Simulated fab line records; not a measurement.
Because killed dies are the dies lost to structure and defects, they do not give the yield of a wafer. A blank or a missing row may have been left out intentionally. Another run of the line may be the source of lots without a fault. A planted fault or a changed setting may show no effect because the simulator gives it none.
Chamber matching | flow n5_finfet | N5_BEOL_M15_DEP_53 on pecvd-03: 3 sister chambers
The step deposits SiCN from 3MS/NH3, target thk 50 nm, time 17.8 s. 18 wafers are shown with their chamber, then 9 later ones without.

WAFERS, EACH WITH ITS CHAMBER
wafer  | chamber | throttle_valve_pct (%) | showerhead_plenum_p_Torr (Torr)
L076.3 | 1       | 18.9                   | 4.162
L076.4 | 0       | 18.4                   | 4.187
L076.6 | 2       | 15.7                   | 4.167
L074.1 | 1       | 19.0                   | 4.168
L074.3 | 2       | 15.8                   | 4.164
L074.5 | 1       | 18.7                   | 4.169
L078.4 | 2       | 16.1                   | 4.178
L078.5 | 1       | 18.8                   | 4.172
L078.6 | 0       | 18.8                   | 4.186
L085.2 | 0       | 19.0                   | 4.185
L085.3 | 1       | 18.7                   | 4.178
L085.6 | 0       | 18.9                   | 4.186
L087.1 | 0       | 19.1                   | 4.191
L087.5 | 2       | 16.1                   | 4.165
L087.6 | 1       | 18.6                   | 4.173
L088.4 | 2       | 16.2                   | 4.179
L088.5 | 1       | 18.7                   | 4.176
L088.6 | 0       | 19.0                   | 4.189

SIGNATURES (averages over the wafers above)
reading                  | chamber 0 | chamber 1 | chamber 2 | scatter within a chamber
throttle_valve_pct       | 18.867    | 18.771    | 15.980    | 0.203
showerhead_plenum_p_Torr | 4.18733   | 4.17114   | 4.17060   | 0.00524
Rule: for each reading, subtract the chamber's mean from the wafer's reading, divide by that reading's scatter and square the result; add these up over the readings and take the root, which gives the wafer's distance from the chamber. The wafer belongs to the nearest chamber; if the next one is less than 2 further off, it can't be placed. The scatter: the root of (the sum of the squares of (reading less its chamber's mean) over the shown wafers, divided by (wafers less chambers)).

WAFERS MISSING THEIR CHAMBER
wafer  | throttle_valve_pct (%) | showerhead_plenum_p_Torr (Torr)
L091.2 | 18.9                   | 4.174
L091.5 | 18.7                   | 4.168
L091.6 | 19.2                   | 4.186
L095.2 | 18.9                   | 4.173
L095.4 | 19.0                   | 4.182
L095.5 | 18.9                   | 4.173
L097.3 | 16.2                   | 4.171
L097.4 | 15.9                   | 4.166
L097.6 | 19.2                   | 4.189

WHICH CHAMBER EACH WENT THROUGH
wafer  | from the rows above     | in truth
L091.2 | can't be placed: 1 or 0 | 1
L091.5 | 1                       | 1
L091.6 | can't be placed: 0 or 1 | 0
L095.2 | 1                       | 1
L095.4 | can't be placed: 0 or 1 | 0
L095.5 | 1                       | 1
L097.3 | 2                       | 2
L097.4 | 2                       | 2
L097.6 | 0                       | 0
Placed correctly: 6 of 9. These rows do not allow placing 3 (true chamber among the candidates in 3). Number placed wrongly: 0.
